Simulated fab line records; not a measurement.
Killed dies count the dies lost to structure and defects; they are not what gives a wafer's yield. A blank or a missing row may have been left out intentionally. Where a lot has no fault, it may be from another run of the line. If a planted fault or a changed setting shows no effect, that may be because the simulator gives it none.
Which tool was responsible? ; flow nand-harc ; Sampling: 13 lots, 39 wafers, 5 of 1302 route steps

WHAT THE GAUGES SHOWED, per wafer
NHARC_END_SORT_01.
lot;measured;on;killed-at-array;killed-at-other;killed-at-periphery;killed-dies;killed-open;killed-short
L993;day 24 20:58;prober-02;66 77 64;1 1 2;2 3 3;69 81 69;5 6 2;2 5 2
L994;day 25 03:10;prober-01;63 60 59;2 3 0;2 2 4;67 65 63;3 6 1;2 2 5
L995;day 24 19:23;prober-01;54 67 51;0 0 0;2 4 5;56 71 56;2 5 4;2 5 3
L996;day 25 15:00;prober-02;75 101 82;0 1 0;7 1 2;82 103 84;6 3 3;1 3 3
L997;day 26 02:48;prober-01;39 48 66;0 0 0;8 5 3;47 53 69;2 3 2;1 3 5
L999;day 26 21:28;prober-02;78 67 77;1 2 1;4 3 4;83 72 82;3 2 5;3 1 0
L107;day 30 23:19;prober-01;139 132 141;2 2 3;4 0 1;145 134 145;9 4 4;2 0 0
L108;day 31 09:10;prober-02;147 157 160;0 0 0;5 3 4;152 160 164;3 4 5;4 3 3

WHICH TOOL RAN EACH LOT (tool, then ch and the chambers of the sampled wafers, then the start)
lot;NHARC_A_CHANNEL_FILL_D2_CVD_05;NHARC_THIN_TSV_ANNEAL_52;NHARC_THIN_TSV_CMP_21;NHARC_THIN_TSV_PRE_CLEAN_54
L993;lpcvd-poly-04 ch 0, day 14 21:25;rtp-anneal-02 ch 0, day 24 09:11;cmp-04 ch 0,1,2, day 24 09:29;pvd-sputter-01, day 24 09:59
L994;lpcvd-poly-01 ch 0, day 15 00:31;rtp-anneal-01 ch 0, day 24 12:56;cmp-04 ch 0,2, day 24 13:16;pvd-sputter-02, day 24 13:48
L995;lpcvd-poly-03 ch 0, day 15 04:55;rtp-anneal-02 ch 0, day 24 07:49;cmp-04 ch 0,2, day 24 08:11;pvd-sputter-01, day 24 08:41
L996;lpcvd-poly-01 ch 0, day 15 21:24;rtp-anneal-02 ch 0, day 25 00:34;cmp-02 ch 1,2, day 25 00:54;pvd-sputter-03, day 25 01:26
L997;lpcvd-poly-01 ch 0, day 15 21:24;rtp-anneal-01 ch 0, day 25 11:20;cmp-02 ch 0,3, day 25 11:43;pvd-sputter-02, day 25 12:13
L999;lpcvd-poly-03 ch 0, day 16 21:11;rtp-anneal-02 ch 0, day 26 07:06;cmp-01 ch 1,2, day 26 07:19;pvd-sputter-01, day 26 07:49
L102;lpcvd-poly-03 ch 0, day 18 16:34;rtp-anneal-02 ch 0, day 27 18:51;cmp-01 ch 0,2, day 27 19:14;pvd-sputter-01, day 27 19:44
L106;lpcvd-poly-03 ch 0, day 20 02:25;rtp-anneal-02 ch 0, day 29 08:16;cmp-04 ch 0,2, day 29 08:38;pvd-sputter-02, day 29 09:10
L107;lpcvd-poly-01 ch 0, day 21 01:31;rtp-anneal-02 ch 0, day 30 10:29;cmp-02 ch 1,2, day 30 10:47;pvd-sputter-02, day 30 11:20
L108;lpcvd-poly-01 ch 0, day 21 01:31;rtp-anneal-02 ch 0, day 30 21:26;cmp-01 ch 1,2,3, day 30 21:48;pvd-sputter-01, day 30 22:17
L111;lpcvd-poly-03 ch 0, day 21 19:13;rtp-anneal-02 ch 0, day 31 14:25;cmp-01 ch 0,2,3, day 31 14:46;pvd-sputter-03, day 31 15:17
L115;lpcvd-poly-01 ch 0, day 24 01:11;rtp-anneal-02 ch 0, day 33 07:37;cmp-04 ch 1,2, day 33 07:58;pvd-sputter-02, day 33 08:30
L116;lpcvd-poly-01 ch 0, day 24 01:11;rtp-anneal-01 ch 0, day 33 08:55;cmp-02 ch 0,1,3, day 33 09:15;pvd-sputter-01, day 33 09:48
- NHARC_A_CHANNEL_FILL_D2_CVD_05: deposits poly-Si, target thk 5 nm.
- NHARC_THIN_TSV_ANNEAL_52: time 90 s.
- NHARC_THIN_TSV_CMP_21: polishes, t overpolish 30 s, target thk 2000 nm.
- NHARC_THIN_TSV_PRE_CLEAN_54: time 30 s.

WHAT THE TOOLS THEMSELVES READ (means of the sampled wafers that have a number; where no wafer has one, the mark that the record gives instead)
NHARC_A_CHANNEL_FILL_D2_CVD_05.
lot;tool;zone-power-bottom-pct (%);zone-power-lower-pct (%);zone-power-top-pct (%)
L993;lpcvd-poly-04;10.3;7.10;19.1
L994;lpcvd-poly-01;11.3;7.98;18.1
L995;lpcvd-poly-03;11.7;8.09;17.2
L996;lpcvd-poly-01;11.3;7.96;18.0
L997;lpcvd-poly-01;11.4;7.88;17.9
L999;lpcvd-poly-03;11.7;7.96;17.2
L102;lpcvd-poly-03;11.7;8.03;17.1
L106;lpcvd-poly-03;11.9;7.95;17.1
L107;lpcvd-poly-01;11.5;7.93;18.2
L108;lpcvd-poly-01;11.5;7.94;17.8
L111;lpcvd-poly-03;11.8;8.01;17.0
L115;lpcvd-poly-01;11.4;7.93;18.0
L116;lpcvd-poly-01;11.4;7.86;18.1

NHARC_THIN_TSV_ANNEAL_52.
lot;tool;wafer_temp_C_max
L993;rtp-anneal-02;226.9
L994;rtp-anneal-01;226.4
L995;rtp-anneal-02;226.8
L996;rtp-anneal-02;227.0
L997;rtp-anneal-01;226.5
L999;rtp-anneal-02;226.8
L102;rtp-anneal-02;226.7
L106;rtp-anneal-02;226.8
L107;rtp-anneal-02;226.7
L108;rtp-anneal-02;226.9
L111;rtp-anneal-02;227.0
L115;rtp-anneal-02;226.6
L116;rtp-anneal-01;226.7

NHARC_THIN_TSV_CMP_21.
lot;tool;motor-current-A (A);overpolish-run-s (s)
L993;cmp-04;13.2;29.994
L994;cmp-04;12.4;29.999
L995;cmp-04;12.1;29.999
L996;cmp-02;11.7;29.995
L997;cmp-02;12.0;29.999
L999;cmp-01;10.9;30.000
L102;cmp-01;11.3;29.995
L106;cmp-04;12.2;30.000
L107;cmp-02;11.7;29.999
L108;cmp-01;11.6;30.010
L111;cmp-01;11.3;29.998
L115;cmp-04;13.5;30.011
L116;cmp-02;12.3;30.001

NHARC_THIN_TSV_PRE_CLEAN_54.
lot;tool;heater-power-w (W)
L993;pvd-sputter-01;435
L994;pvd-sputter-02;474
L995;pvd-sputter-01;427
L996;pvd-sputter-03;417
L997;pvd-sputter-02;408
L999;pvd-sputter-01;431
L102;pvd-sputter-01;409
L106;pvd-sputter-02;426
L107;pvd-sputter-02;401
L108;pvd-sputter-01;441
L111;pvd-sputter-03;412
L115;pvd-sputter-02;431
L116;pvd-sputter-01;411

THE ANSWER, worked out from the rows above alone
Rule: the usual values come from the lots themselves. The widest of any qualifying gaps counts: lots, ordered by their means at a reading, are off when they make up no more than a third of the lots, leave a main group of 4 or more, and stand apart from it by 3 or more times the standard deviation of that group's means. A main group is skipped when, at the precision printed for the reading in the tables above, its means are all equal. A lot without any number at a reading at which 4 lots or more have one is off too. The other lots that the step has rows for count as sound. First the gauges in route order, then the tools' own readings, where a lot's mean is used as printed above. At the first step where some lot is off, the reading lying furthest off is the one used; lots without a number count as furthest.
Off: L107, L108, at NHARC_END_SORT_01 (killed-dies). Main group: mean 71, sd 11. Neither off nor sound, because the step has no rows for them: L102, L106, L111, L115, L116.
If a tool, at a process step before that reading, ran all the lots that are off and no sound lot after the first of them, it fits. The gauges at NHARC_END_SORT_01 are tried like those tools. This does not decide it: 2 tools fit, namely lpcvd-poly-01 at NHARC_A_CHANNEL_FILL_D2_CVD_05 and rtp-anneal-02 at NHARC_THIN_TSV_ANNEAL_52.

WHAT THE SIMULATOR HAD PUT IN
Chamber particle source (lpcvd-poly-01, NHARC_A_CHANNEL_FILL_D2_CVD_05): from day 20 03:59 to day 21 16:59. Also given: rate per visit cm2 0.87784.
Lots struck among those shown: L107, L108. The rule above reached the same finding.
